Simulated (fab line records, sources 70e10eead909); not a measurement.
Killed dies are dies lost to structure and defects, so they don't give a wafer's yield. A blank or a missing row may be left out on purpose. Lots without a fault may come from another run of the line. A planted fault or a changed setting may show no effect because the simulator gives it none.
Which tool did it? | flow nand_harc | 12 lots, 36 wafers sampled, at 5 steps of a route of 1302

WHAT THE GAUGES READ, wafer by wafer
NHARC_P_ZERO_WELL_CD_MEAS_11: target cd 500 nm. Usual: cd_nm 499.5 nm, standard deviation 1.4.
lot  | measured     | on        | cd_nm (nm)        | flag
L779 | day 1 21:14  | cd_sem-02 | 497.7 498.0 499.0 |
L780 | day 2 07:14  | cd_sem-03 | 499.0 499.8 498.8 |
L782 | day 3 03:14  | cd_sem-01 | 499.0 500.3 498.8 |
L783 | day 3 13:14  | cd_sem-03 | 500.4 500.7 498.5 |
L786 | day 4 19:14  | cd_sem-03 | 500.5 498.1 500.7 |
L790 | day 6 11:14  | cd_sem-03 | 501.3 498.5 496.5 |
L791 | day 6 21:14  | cd_sem-01 | 500.6 499.5 499.9 |
L792 | day 7 07:15  | cd_sem-01 | 502.5 499.4 499.1 |
L793 | day 7 17:37  | cd_sem-01 | 501.7 498.9 500.8 |
L798 | day 9 19:14  | cd_sem-03 | 497.3 499.9 497.4 |
L799 | day 10 05:07 | cd_sem-01 | 500.0 500.6 498.4 |
L800 | day 10 15:14 | cd_sem-01 | 504.2 504.1 501.7 |

NHARC_P_ZERO_WELL_CD_MEAS_37: target cd 720 nm. Usual: cd_nm 720.6 nm, standard deviation 1.3.
lot  | measured     | on        | cd_nm (nm)                          | flag
L779 | day 2 00:05  | cd_sem-02 | 720.0 720.6 721.9                   |
L780 | day 2 11:38  | cd_sem-02 | 720.5 720.2 720.0                   |
L782 | day 3 06:13  | cd_sem-01 | 723.9 722.6 723.8                   |
L783 | day 3 16:16  | cd_sem-02 | 718.9 720.2 717.8                   |
L786 | day 5 02:10  | cd_sem-01 | 719.4 720.7 720.9                   |
L790 | day 6 18:17  | cd_sem-01 | 714.8 713.5 715.3 714.6 713.6 715.6 | OFF
L791 | day 7 00:10  | cd_sem-02 | 714.7 714.1 713.3 714.4 714.1 713.5 | OFF
L792 | day 7 10:07  | cd_sem-01 | 714.8 714.4 714.9 714.8 714.2 715.5 | OFF
L793 | day 7 20:23  | cd_sem-02 | 714.6 715.2 715.2 714.8 715.7 715.0 | OFF
L798 | day 9 22:16  | cd_sem-02 | 720.3 719.6 721.1                   |
L799 | day 10 08:09 | cd_sem-02 | 721.2 721.8 721.5                   |
L800 | day 10 17:58 | cd_sem-02 | 721.4 721.3 721.0                   |

NHARC_P_STI_OVL_MEAS_10. Usual: overlay_x_nm -1 nm, standard deviation 5.6; overlay_y_nm -1 nm, standard deviation 5.5.
lot  | measured     | on         | overlay_x_nm (nm) | overlay_y_nm (nm) | flag
L779 | day 3 03:17  | overlay-01 | 1 1 1             | -1 -1 -1          |
L780 | day 3 07:08  | overlay-02 | 2 2 1             | -5 -5 -6          |
L782 | day 4 02:05  | overlay-01 | -2 -2 -2          | -3 -4 -3          |
L783 | day 4 11:35  | overlay-02 | 0 0 1             | 0 0 1             |
L786 | day 5 20:39  | overlay-02 | 3 3 3             | -4 -3 -3          |
L790 | day 7 12:54  | overlay-01 | -3 -4 -3          | -5 -5 -5          |
L791 | day 7 20:13  | overlay-02 | 2 2 1             | 0 0 0             |
L792 | day 8 15:44  | overlay-02 | 5 6 6             | 4 3 3             |
L793 | day 8 15:48  | overlay-01 | -5 -5 -5          | 4 4 4             |
L798 | day 10 18:54 | overlay-01 | -4 -4 -5          | 5 5 5             |
L799 | day 11 04:38 | overlay-02 | 6 6 6             | -2 -2 -2          |
L800 | day 11 16:17 | overlay-01 | 1 0 1             | 0 0 0             |

WHICH TOOL RAN EACH LOT (tool, then ch and the chambers of the sampled wafers, then the start)
lot  | NHARC_P_ZERO_WELL_EXPOSE_34       | NHARC_P_ZERO_WELL_DESCUM_54
L779 | krf_scanner-02 ch 0, day 1 23:55  | rie_diel-13 ch 1,3, day 2 01:49
L780 | krf_scanner-02 ch 0, day 2 11:29  | rie_diel-12 ch 0,3, day 2 13:19
L782 | krf_scanner-01 ch 0, day 3 06:03  | rie_diel-13 ch 1,2,3, day 3 07:55
L783 | krf_scanner-02 ch 0, day 3 16:07  | rie_diel-13 ch 0,3, day 3 18:37
L786 | krf_scanner-02 ch 0, day 5 02:01  | rie_diel-01 ch 1,2,3, day 5 03:59
L790 | krf_scanner-02 ch 0, day 6 18:07  | rie_diel-13 ch 0,1, day 7 00:47
L791 | krf_scanner-02 ch 0, day 7 00:01  | rie_diel-13 ch 0,3, day 7 03:49
L792 | krf_scanner-02 ch 0, day 7 09:57  | rie_diel-01 ch 0,1,3, day 7 18:28
L793 | krf_scanner-02 ch 0, day 7 20:14  | rie_diel-12 ch 1,2, day 8 03:16
L798 | krf_scanner-03 ch 0, day 9 22:07  | rie_diel-12 ch 1,3, day 10 00:05
L799 | krf_scanner-01 ch 0, day 10 07:59 | rie_diel-12 ch 1,2,3, day 10 09:58
L800 | krf_scanner-01 ch 0, day 10 17:49 | rie_diel-13 ch 1,2,3, day 10 19:38
- NHARC_P_ZERO_WELL_EXPOSE_34: exposes mask P PWELL, target cd 720 nm.
- NHARC_P_ZERO_WELL_DESCUM_54: chemistry O2, time 3 s.

WHAT THE TOOLS THEMSELVES READ (means of the sampled wafers that have a number; where no wafer has one, the mark that the record gives instead)
NHARC_P_ZERO_WELL_EXPOSE_34. Usual: exposure_dose_mJ_cm2 22.308, standard deviation 0.02.
lot  | tool           | exposure_dose_mJ_cm2 | flag
L779 | krf_scanner-02 | 22.314               |
L780 | krf_scanner-02 | 22.323               |
L782 | krf_scanner-01 | 22.281               |
L783 | krf_scanner-02 | 22.298               |
L786 | krf_scanner-02 | 22.302               |
L790 | krf_scanner-02 | 21.489               | OFF
L791 | krf_scanner-02 | 21.504               | OFF
L792 | krf_scanner-02 | 21.482               | OFF
L793 | krf_scanner-02 | 21.522               | OFF
L798 | krf_scanner-03 | 22.320               |
L799 | krf_scanner-01 | 22.307               |
L800 | krf_scanner-01 | 22.304               |

NHARC_P_ZERO_WELL_DESCUM_54. Usual: drypump_motor_current_A 5.7 A, standard deviation 0.38; oes_product_au 1.000 a.u., standard deviation 0.0073; rf_vpp_V 57.8 V, standard deviation 0.83; showerhead_plenum_p_Torr 1.93 Torr, standard deviation 0.096; throttle_valve_pct 11.310 %, standard deviation 0.0093.
lot  | tool        | drypump_motor_current_A (A) | oes_product_au (a.u.) | rf_vpp_V (V) | showerhead_plenum_p_Torr (Torr) | throttle_valve_pct (%) | flag
L779 | rie_diel-13 | 5.5                         | 1.001                 | 57.3         | 1.96                            | 11.308                 |
L780 | rie_diel-12 | 5.4                         | 0.993                 | 57.6         | 1.84                            | 11.315                 |
L782 | rie_diel-13 | 5.7                         | 1.006                 | 59.1         | 1.98                            | 11.309                 |
L783 | rie_diel-13 | 6.2                         | 1.000                 | 57.3         | 1.91                            | 11.308                 |
L786 | rie_diel-01 | 5.8                         | 0.994                 | 57.4         | 1.86                            | 11.311                 |
L790 | rie_diel-13 | 5.6                         | 0.998                 | 58.6         | 1.98                            | 11.309                 |
L791 | rie_diel-13 | 6.0                         | 1.008                 | 58.0         | 1.88                            | 11.313                 |
L792 | rie_diel-01 | 5.6                         | 0.995                 | 57.7         | 1.83                            | 11.309                 |
L793 | rie_diel-12 | 5.8                         | 0.997                 | 58.6         | 2.00                            | 11.316                 |
L798 | rie_diel-12 | 5.2                         | 1.007                 | 58.1         | 2.06                            | 11.314                 |
L799 | rie_diel-12 | 5.5                         | 1.007                 | 57.8         | 1.99                            | 11.310                 |
L800 | rie_diel-13 | 5.7                         | 1.004                 | 58.4         | 1.96                            | 11.315                 |

THE ANSWER, worked out from the rows above alone
Rule: a lot is off if the mean of its wafers that have a number lies more than 3 standard deviations from the usual mean. A lot without any number at a reading at which 4 lots or more have one is off too. The other lots that the step has rows for count as sound. The gauges are gone through in route order, then the tools' own readings, and for those a lot's mean is taken as printed above. The first step at which some lot is off is used, and at that step the reading that is off furthest; a lot without a number counts as furthest.
Off: L790, L791, L792, L793, at NHARC_P_ZERO_WELL_CD_MEAS_37 (cd_nm).
A tool fits if, at a process step before that reading, it ran every lot that is off, and no sound lot after the first of them. The gauges at NHARC_P_ZERO_WELL_CD_MEAS_37 aren't tried: what is off there is off at NHARC_P_ZERO_WELL_EXPOSE_34 too, on other tools, and a gauge's error can't cause that. One fits: krf_scanner-02 at NHARC_P_ZERO_WELL_EXPOSE_34. Its last sound lot is L786 (day 5 02:01), its first lot that is off L790 (day 6 18:07): a fault that began between those two fits.
The tool's own readings at NHARC_P_ZERO_WELL_EXPOSE_34 bear it out: on the lots that are off they differ by more than 5 times the standard deviation of the sound lots' means. exposure_dose_mJ_cm2 reads 21.499 there against 22.306 on the sound lots.

WHAT THE SIMULATOR HAD PUT IN
Process parameter drift: krf_scanner-02, from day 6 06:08 on, at NHARC_P_ZERO_WELL_EXPOSE_34. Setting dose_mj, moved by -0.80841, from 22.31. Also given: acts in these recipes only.
Lots struck among those shown: L790, L791, L792, L793. The rule above found the same.
